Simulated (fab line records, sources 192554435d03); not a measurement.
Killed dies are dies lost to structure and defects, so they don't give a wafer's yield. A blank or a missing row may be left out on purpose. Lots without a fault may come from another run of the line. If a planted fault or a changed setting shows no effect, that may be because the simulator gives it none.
Split-lot study -- flow n5_finfet -- 39 wafers read from 7 lots, route of 1938 steps

## SPLIT DETAILS
At N5_DUMMY_GATE_ETCH_42 (etches SiO2 in CHF3/O2, target depth 3.5 nm, time 31 s), the setting bias_w was moved away from the recipe's 12 W on 12 of the 39 wafers read, by -9.4% to +19.2%. All remaining wafers had this setting at the recipe value.

Reading taken at the split's own step.

## THE READING
rf_vpp_V, in V, at N5_DUMMY_GATE_ETCH_42 (etches SiO2 in CHF3/O2, target depth 3.5 nm, time 31 s). A value of 42.7 V with a standard deviation of 1.1 V is what fault-free wafers of this fab line usually give.

wafer,"tool, chamber at the split","bias_w as run, W",against the recipe,"rf_vpp_V, V",against lot-mates on the recipe
L077.1,"rie_diel-04, 0",12,recipe,43.4,-
L077.2,"rie_diel-04, 1",12,recipe,42.3,-
L077.3,"rie_diel-04, 3",12,recipe,41.4,-
L077.4,"rie_diel-04, 2",12,recipe,44.3,-
L077.5,"rie_diel-04, 3",12,recipe,42.7,-
L077.6,"rie_diel-04, 0",12,recipe,43.6,-
L080.1,"rie_diel-04, 3",12,recipe,42.0,-
L080.2,"rie_diel-04, 0",14.3,+19.2%,49.0,+6.3
L080.3,"rie_diel-04, 2",12,recipe,44.1,-
L080.4,"rie_diel-04, 3",14.3,+19.2%,47.2,+4.5
L080.5,"rie_diel-04, 2",14.3,+19.2%,50.4,+7.7
L080.6,"rie_diel-04, 0",12,recipe,42.0,-
L082.1,"rie_diel-04, 3",13.6,+13.3%,45.5,+2.7
L082.2,"rie_diel-04, 0",13.6,+13.3%,45.4,+2.6
L082.3,"rie_diel-04, 2",12,recipe,45.2,-
L082.4,"rie_diel-04, 1",12,recipe,42.4,-
L082.5,"rie_diel-04, 0",13.6,+13.3%,45.8,+3.0
L082.6,"rie_diel-04, 1",12,recipe,40.9,-
L088.1,"rie_diel-05, 1",12,recipe,41.4,-
L088.2,"rie_diel-05, 0",12,recipe,43.2,-
L088.3,"rie_diel-05, 2",12,recipe,42.6,-
L090.1,"rie_diel-02, 3",13.72,+14.3%,47.6,+5.0
L090.2,"rie_diel-02, 0",13.72,+14.3%,47.3,+4.7
L090.3,"rie_diel-02, 2",12,recipe,42.9,-
L090.4,"rie_diel-02, 0",13.72,+14.3%,47.1,+4.5
L090.5,"rie_diel-02, 3",12,recipe,41.4,-
L090.6,"rie_diel-02, 2",12,recipe,43.4,-
L091.1,"rie_diel-04, 1",10.87,-9.4%,40.0,-2.4
L091.2,"rie_diel-04, 3",10.87,-9.4%,38.8,-3.6
L091.3,"rie_diel-04, 2",12,recipe,43.8,-
L091.4,"rie_diel-04, 2",10.87,-9.4%,40.9,-1.5
L091.5,"rie_diel-04, 1",12,recipe,41.8,-
L091.6,"rie_diel-04, 3",12,recipe,41.7,-
L093.1,"rie_diel-05, 2",12,recipe,41.3,-
L093.2,"rie_diel-05, 3",12,recipe,42.5,-
L093.3,"rie_diel-05, 1",12,recipe,42.5,-
L093.4,"rie_diel-05, 0",12,recipe,44.1,-
L093.5,"rie_diel-05, 2",12,recipe,43.7,-
L093.6,"rie_diel-05, 1",12,recipe,41.8,-

THE FIT
A straight line over all 39 wafers: rf_vpp_V changes by +0.299 V for each +1% of bias_w; r = +0.90; the points scatter about the line by 1.1 V.
The same after taking each lot's own level away (the mean of its wafers on the recipe; 39 wafers): +0.294 V for each +1%; r = +0.90; scatter 1.1 V.
The reading moves by 5.6 V for the largest change in bias_w, on that fit.
Across the lots, their own levels run from 42.40 to 42.95 V, a range of 0.5 times the standard deviation given above.
So the lot-to-lot level changes the slope little: the two slopes agree.
Check: +5.52 V against its lot-mates is what the line predicts for one of the wafers moved furthest among these (+19.2%) when that wafer is left out of the fit. Against them it came out at +6.3 V.
Tool readings at the split's step, against how far the setting was moved: rf_vpp_V r = +0.90.

## OTHER SPLITS ON THESE WAFERS
Before the reading, these wafers also passed through other splits. Each is held against what the fit with the lots' levels taken away leaves over:
other split on the same wafers,wafers away from the commonest value,r with rf_vpp_V (lot level and that fit taken away)
N5_FIN_CUT_CUT_ETCH_15 time_s,12,-0.17
N5_DUMMY_GATE_HM_DEP_06 target_thk_a,30,-0.06
N5_DUMMY_GATE_EXPOSE_12 dose_mj,18,+0.03

## FILE'S OWN FIT
rf_vpp_V changes by +0.293 V for each +1% of bias_w, r = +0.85.
